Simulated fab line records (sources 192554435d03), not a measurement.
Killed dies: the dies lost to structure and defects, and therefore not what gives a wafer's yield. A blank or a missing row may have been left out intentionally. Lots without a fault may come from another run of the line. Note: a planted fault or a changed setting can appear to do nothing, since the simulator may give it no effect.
A lot that was struck, set against a sound lot / flow n5 finfet / 39 out of 1938 route steps
Sound: these wafers, L522.1, L522.3, L522.6. Struck: wafers L538.1, L538.5 (left out: L538.3, a lot-mate that was not struck); the cause follows at the end.
Each step with rows lists, per side, the tool, then ch with its chambers, then its first start. Under that, the readings that differ: sound wafers / struck wafers / difference of the means / sigmas: that difference in standard deviations of wafers without a fault.
alike: same words and numbers on both sides, and readings whose means sit less than 2 such deviations apart. not compared: any withheld reading, any reading some wafer has no value for, any bound like >300 that may hide the same value, and any number with overlapping values for which the record gives no deviation.
The two part at a step that has a row with sigmas, a row that says differs or no value, or rows on one side only. Non-overlapping numbers with no deviation appear without sigmas and do not part them. Lack of a reading on every wafer of one side parts them only where that side has two or more wafers.

first, 9 steps without rows for these wafers: N5_HKMG_FIN_SOFTBAKE_07 (time 60 s); N5_HKMG_FIN_EXPOSE_09 (exposes mask NWFM); N5_HKMG_FIN_PEB_10 (peb time 60 s); N5_HKMG_FIN_DEVELOP_11 (develop time 30 s); N5_HKMG_FIN_DESCUM_17 (chemistry O2, time 7.9 s); N5_HKMG_FIN_ETCH_31 (etches SiARC in CF4, target depth 45.5 nm, time 75.8 s); N5_HKMG_FIN_ETCH_32 (etches SOC in N2/H2, target depth 240 nm, time 300 s); N5_HKMG_FIN_STRIP_33 (strips in N2/H2); N5_HKMG_FIN_STRIP_34 (strips in CF4).
N5_HKMG_FIN_ETCH_35: etches SOC in N2/H2, target depth 215.8 nm, time 243.4 s.
  sound on rie diel-04 ch 0,1,2, day 4 09:31; struck on rie diel-06 ch 0,2, day 8 14:26
reading=run length s (s); sound=266.7 267.3 267.1; struck=122.9 123.3; difference=-143.9; sigmas=-99 or more
reading=model.SOC_of_HKMG_FIN_COAT_29.thk nm (nm); sound=86.2 84.6 80.8; struck=211.2 210.4; difference=+126.9; sigmas=
reading=model.etch.depth nm (nm); sound=213 213.8 217.1; struck=88.84 88.85; difference=-125.79; sigmas=
reading=model.HKMG_FIN.feature depth nm (nm); sound=213 213.8 217; struck=88.8 88.8; difference=-125.8; sigmas=
  alike: drypump motor current A, h2 flow sccm, oes product au, rf vpp V, showerhead plenum p Torr, throttle valve pct
  not compared: rf hours counter h
N5_HKMG_FIN_STRIP_92: strips SOC in N2/H2, time 20 s.
  sound on rie diel-04 ch 0,1,2, day 4 09:40; struck on rie diel-06 ch 0,2, day 8 14:34
reading=throttle valve pct (%); sound=19.3 19.2 19.1; struck=17.9 19.1; difference=-0.7; sigmas=-2
reading=model.SOC_of_HKMG_FIN_COAT_29.thk nm (nm); sound=76.2 74.6 70.6; struck=201.2 199.8; difference=+126.7; sigmas=
  alike: drypump motor current A, h2 flow sccm, oes product au, rf vpp V, showerhead plenum p Torr
  not compared: rf hours counter h
then, 26 steps without rows for these wafers: N5_HKMG_FIN_WET_ETCH_18 (etches TiN in SC1, time 55 s, target depth 5.2 nm, rinse time 30 s); N5_HKMG_FIN_STRIP_19 (strips in N2/H2, time 360 s); N5_HKMG_FIN_ALD_91 (deposits TiN, target thk 1 nm, pulse time 1 s, purge time 3 s); N5_HKMG_FIN_COAT_85 (time 60 s, resist thk 300 nm); N5_HKMG_FIN_ETCH_86 (etches SOC in N2/H2, stops on TiN, target depth 393.2 nm); N5_HKMG_FIN_STRIP_89 (strips SOC in N2/H2, time 20 s); N5_HKMG_FIN_WET_ETCH_87 (etches TiN in SC1, time 154.2 s, target depth 4.7 nm, rinse time 30 s); N5_HKMG_FIN_STRIP_88 (strips in N2/H2, time 360 s); N5_HKMG_FIN_NWFM_ALD_20 (deposits TiAlC, target thk 2 nm, pulse time 3 s, purge time 2 s); N5_HKMG_FIN_ALD_71 (deposits TiN, target thk 1 nm, pulse time 1 s, purge time 3 s); N5_HKMG_FIN_COAT_66 (time 60 s, resist thk 300 nm); N5_HKMG_FIN_ETCH_67 (etches SOC in N2/H2, stops on TiN, target depth 388.9 nm); N5_HKMG_FIN_STRIP_90 (strips SOC in N2/H2, time 20 s); N5_HKMG_FIN_WET_ETCH_73 (etches the open film in SC1, time 42.3 s, target depth 1.3 nm, rinse time 30 s); N5_HKMG_FIN_ETCHBACK_68 (etches the open film in Cl2/Ar, stops on HfO2, target depth 0.5 nm); N5_HKMG_FIN_STRIP_69 (strips in N2/H2, time 360 s); N5_HKMG_FIN_ALD_21 (deposits TiN, target thk 1.5 nm, pulse time 1 s, purge time 3 s); N5_HKMG_FIN_ALD_72 (deposits W, target thk 2 nm, pulse time 1 s, purge time 2 s); N5_HKMG_FIN_W_FILL_22 (material W, target thk 60 nm, time 18.2 s); N5_HKMG_FIN_PRECLEAN_83 (cleans in DIW, time 57.5 s); N5_HKMG_FIN_SRD_84 (dry time 32 s); N5_HKMG_FIN_CMP_23 (polishes, stops on SiNx, t overpolish 10 s, target thk 46.326 nm); N5_HKMG_FIN_CMP_94 (polishes, stops on SiNx, t overpolish 4.7 s, target thk 43.299 nm); N5_GATE_CUT_ETCHBACK_00 (etches W in SF6/Cl2); N5_GATE_CUT_ETCH_56 (etches TiN in Cl2/Ar, target depth 21.6 nm); N5_GATE_CUT_ETCHBACK_30 (etches TiN in Cl2/Ar, target depth 3 nm).
-- here the record skips 6 days between the struck wafers' starts before and after, leaving off in module GATE_CUT and picking up in module BEOL_M4 (first step shown: number 1111 of the route) --
N5_BEOL_M4_RC_MEAS_101:
  sound on prober-02 ch 0, day 9 01:44; struck on prober-01 ch 0, day 14 10:40
reading=IOFF_N (nA/um); sound=0.17 0.14 0.14; struck=0.00 0.00; difference=-0.15; sigmas=-5
reading=IOFF_N_85C (nA/um); sound=3.3 2.9 2.7; struck=0.0 0.0; difference=-3.0; sigmas=-6
reading=IOFF_N_LIN (nA/um); sound=0.078 0.068 0.066; struck=0.000 0.000; difference=-0.071; sigmas=-6
reading=IOFF_N_LONG (nA/um); sound=5.24e-05 5.16e-05 5.1e-05; struck=3.08e-05 2.99e-05; difference=-2.13e-05; sigmas=-8
reading=ION_N (uA/um); sound=676 667 660; struck=237 241; difference=-429; sigmas=-39
reading=VT_N (mV); sound=249 252 252; struck=456 453; difference=+204; sigmas=+57
reading=VT_N_LONG (mV); sound=276.5 275.1 278.8; struck=480.2 479.6; difference=+203.1; sigmas=+99 or more
reading=VT_N_LVT (mV); sound=98 102 103; struck=303 302; difference=+202; sigmas=+58
  alike: DIBL_N, DIBL_P, IOFF_P, ION_P, SS_N, SS_P, VT_P
-- the record jumps here: 5 days lie between the struck wafers' starts before and after (it left off in module BEOL_M4 and takes up again in module PASSIVATION, whose first step shown is number 1936 of the route) --
N5_PASSIVATION_PROBE_49:
  the record has rows for the struck wafers here (prober-02, day 19 02:40) and none for the sound ones

== WHERE THEY PART ==
At N5_HKMG_FIN_ETCH_35 first; at N5_PASSIVATION_PROBE_49 last (within this record only).

WHY: what the simulator had put in
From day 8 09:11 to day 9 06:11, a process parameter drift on rie diel-06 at N5_HKMG_FIN_ETCH_35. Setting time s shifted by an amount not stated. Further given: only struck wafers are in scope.
